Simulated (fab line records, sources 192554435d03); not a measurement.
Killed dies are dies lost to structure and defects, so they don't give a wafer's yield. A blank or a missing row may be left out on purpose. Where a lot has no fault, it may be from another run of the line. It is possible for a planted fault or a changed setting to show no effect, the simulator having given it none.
8D (eight disciplines) problem report, filled in by code | flow n5-finfet | the parts of the form that need people (team, actions taken, sign-off) are left out

1. WHAT IS WRONG
At N5_HKMG_FIN_COAT_66, spin-speed-rpm averages 1608.1 rpm over 6 wafers from 2 lots, while fault-free wafers read 1500.1 rpm, standard deviation 1.1. That is +98 standard deviations from the usual mean.
The step: time 60 s, resist thk 300 nm.
Earliest sighting: wafer L349.1 on litho-track-01 at day 6 14:02. Wafers with a number at this step in the record: 18, from 6 lots. By rule, "out" or "out of limits" means more than 4 standard deviations away from the usual mean. The rest of the wafers with a number are treated as sound.

2. WHAT IT IS; WHAT IT IS NOT
question                    | is                     | is not
which readings at this step | spin-speed-rpm         | -
which lots                  | L349, L351             | L341, L353, L357, L363
which wafers of those lots  | all that have a number | -
read on which tools         | litho-track-01         | litho-track-02
when                        | from day 6 14:02       | up to then (3 sound wafers); but 9 sound wafers of L353, L357, L363 came after

3. SUSPECTS, AND WHAT RULES EACH OUT
Counting: a tool at any process step up to the reading remains a suspect when it ran all the lots that are out and ran no sound lot after the first of those.
- rie-diel-02 at N5_HKMG_FIN_ETCH_86 (etches SOC in N2/H2, stops on TiN, target depth 393.2 nm): ruled out as a lasting fault. The sound lots L357 went through it after L349, its earliest lot that is out (day 6 13:02).
- litho-track-01 at N5_HKMG_FIN_COAT_66 (time 60 s, resist thk 300 nm): ruled out as a lasting fault. The sound lots L363 went through it after L349, its earliest lot that is out (day 6 14:02).
Left after counting: nothing in the record.

4. THE CAUSE (what the simulator had put in)
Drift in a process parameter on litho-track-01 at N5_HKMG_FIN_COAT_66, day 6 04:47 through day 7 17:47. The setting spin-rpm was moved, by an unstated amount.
Counting ruled it out, wrongly.

5. THE CHAIN OF EFFECTS, in route order
Each row: a reading where the mean over the struck wafers with a number is more than 3 standard deviations away from the usual. Only readings for which the record gives a usual standard deviation are gone through. hours: the time from each lot's start at the first step in this table that gives one to its start at this step, as a median over the lots. sigmas: the change in usual standard deviations.
hours | step                | reading        | usual      | on struck wafers | change | sigmas
0     | N5_HKMG_FIN_COAT_66 | spin-speed-rpm | 1500.1 rpm | 1608.1           | +108.0 | +98
The process steps in it:
- N5_HKMG_FIN_COAT_66: time 60 s, resist thk 300 nm.
Later measuring or inspecting steps at which every struck wafer that the step has a row for has a number for every such reading, and none has moved that far: N5_BEOL_M4_RC_MEAS_101.

6. WHAT WOULD HAVE CAUGHT IT SOONER
The fault began at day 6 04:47; the first out-of-limits reading in this record came at day 6 14:02, 9 hours later.
